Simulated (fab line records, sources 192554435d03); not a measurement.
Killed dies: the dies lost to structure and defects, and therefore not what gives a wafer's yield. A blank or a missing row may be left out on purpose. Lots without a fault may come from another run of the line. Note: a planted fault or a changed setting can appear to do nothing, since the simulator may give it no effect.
Code-filled problem report in 8D (eight disciplines) form :: flow n5Finfet :: the parts of the form that need people (team, actions taken, sign-off) are left out

== 1. WHAT WENT WRONG ==
At N5_BEOL_M11_OCD_MEAS_38, trenchDepthNm averages 108.1 nm over 3 wafers from 3 lots, while fault-free wafers read 148.1 nm, standard deviation 2.5. That is -16 standard deviations from the usual mean.
Seen first at day 11 10:38 on ocd-02, wafer L480.3. The record has a number at this step for 18 wafers belonging to 7 lots. The rule behind "out" and "out of limits": a value lying over 4 standard deviations away from the usual mean. The other wafers with a number count as sound.

== 2. WHAT IT IS, WHAT IT ISN'T ==
question: which readings at this step
is: trenchDepthNm
is not: -

question: which lots
is: L480, L483, L485
is not: L476, L477, L494, L497

question: which wafers of those lots
is: L480.3, L483.3, L485.4
is not: L480.1, L480.6, L483.2, L485.1

question: read on which gauges
is: ocd-01, ocd-02
is not: -

question: when
is: from day 11 10:38
is not: up to then (7 sound wafers); but 8 sound wafers of L483, L485, L494, L497 came after

== 3. THE SUSPECTS, EACH WITH WHAT RULES IT OUT ==
Counting: any tool at a process step up to the reading remains a suspect provided it ran every lot that is out. Sound lots after the first of them don't rule it out here, since some wafers of a struck lot are sound.
- the gauge at N5_BEOL_M11_OCD_MEAS_38 has been ruled out. 2 gauges (ocd-01, ocd-02) read the wafers that are out.
- rieDiel-06 at N5_BEOL_M11_STRIP_36 (strips in N2/H2): kept. Every lot that is out went through it, the first being L480 (day 11 10:25); the last sound lot it ran before that was L477 (day 10 15:03).
- rieDiel-06 at N5_BEOL_M11_TRENCH_ETCH_37 (etches SiCOH lowk in C4F6/O2, target depth 148.83 nm, time 48 s): kept. Every lot that is out went through it, the first being L480 (day 11 10:27); the last sound lot it ran before that was L477 (day 10 15:05). Its own readings are out on those wafers: runLengthS.
- rieDiel-06 at N5_BEOL_M11_STRIP_77 (strips in N2/H2, time 10 s): kept. Every lot that is out went through it, the first being L480 (day 11 10:38); the last sound lot it ran before that was L477 (day 10 15:16). Because N5_BEOL_M11_STRIP_77 lacks a start for some lots, the hours and order of its lots are taken from N5_BEOL_M11_OCD_MEAS_38.
rieDiel-06 at N5_BEOL_M11_STRIP_36, rieDiel-06 at N5_BEOL_M11_TRENCH_ETCH_37 and rieDiel-06 at N5_BEOL_M11_STRIP_77 are what is left after counting.

== 4. THE CAUSE (what the simulator had put in) ==
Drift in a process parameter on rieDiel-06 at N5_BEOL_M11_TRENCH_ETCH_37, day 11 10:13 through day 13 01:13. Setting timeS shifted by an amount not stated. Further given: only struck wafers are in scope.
After counting, 3 suspects remain, this tool included.

== 5. THE EFFECT CHAIN, in route order ==
One row per reading whose mean, taken over the struck wafers that have a number, lies over 3 standard deviations from the usual. Only readings for which the record gives a usual standard deviation are gone through. hours: the time from each lot's start at the first step in this table that gives one to its start at this step, as a median over the lots. sigmas: the change in usual standard deviations.
hours: 0
step: N5_BEOL_M11_TRENCH_ETCH_37
reading: runLengthS
usual: 71.4 s
on struck wafers: 57.9
change: -13.5
sigmas: -29

hours: 0
step: N5_BEOL_M11_OCD_MEAS_38
reading: trenchDepthNm
usual: 148.1 nm
on struck wafers: 108.1
change: -40.0
sigmas: -16

hours: 3
step: N5_BEOL_M11_THK_MEAS_53
reading: M11_THK
usual: 139.9 nm
on struck wafers: 99.4
change: -40.5
sigmas: -14

hours: 3
step: N5_BEOL_M11_RS_MEAS_57
reading: M11_RS
usual: 0.152 ohm/sq
on struck wafers: 0.223
change: +0.071
sigmas: +23

hours: 24
step: N5_BEOL_M15_RC_MEAS_101
reading: SERP_M11
usual: 3.08 ohm/um
on struck wafers: 4.49
change: +1.41
sigmas: +18

hours: 24
step: N5_BEOL_M15_RC_MEAS_101
reading: SERP_M11_max_site
usual: 3.17 ohm/um
on struck wafers: 4.72
change: +1.55
sigmas: +18
Process steps it contains:
- N5_BEOL_M11_TRENCH_ETCH_37: etches SiCOH lowk in C4F6/O2, target depth 148.83 nm, time 48 s.

== 6. HOW IT WOULD HAVE BEEN CAUGHT EARLIER ==
The first out-of-limits reading at a measuring or inspecting step in this record came at day 11 10:38, 0 hours after the fault's start at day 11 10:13.
At N5_BEOL_M11_TRENCH_ETCH_37, the tool's own readings (runLengthS) were out on each struck wafer the step has a row for, so an alarm limit on them would have fired on the first such wafer.
Lots out: 3; of these, L483, L485 started N5_BEOL_M11_TRENCH_ETCH_37 on rieDiel-06 after day 11 10:38. A hold on the tool at that time would have spared those 2.
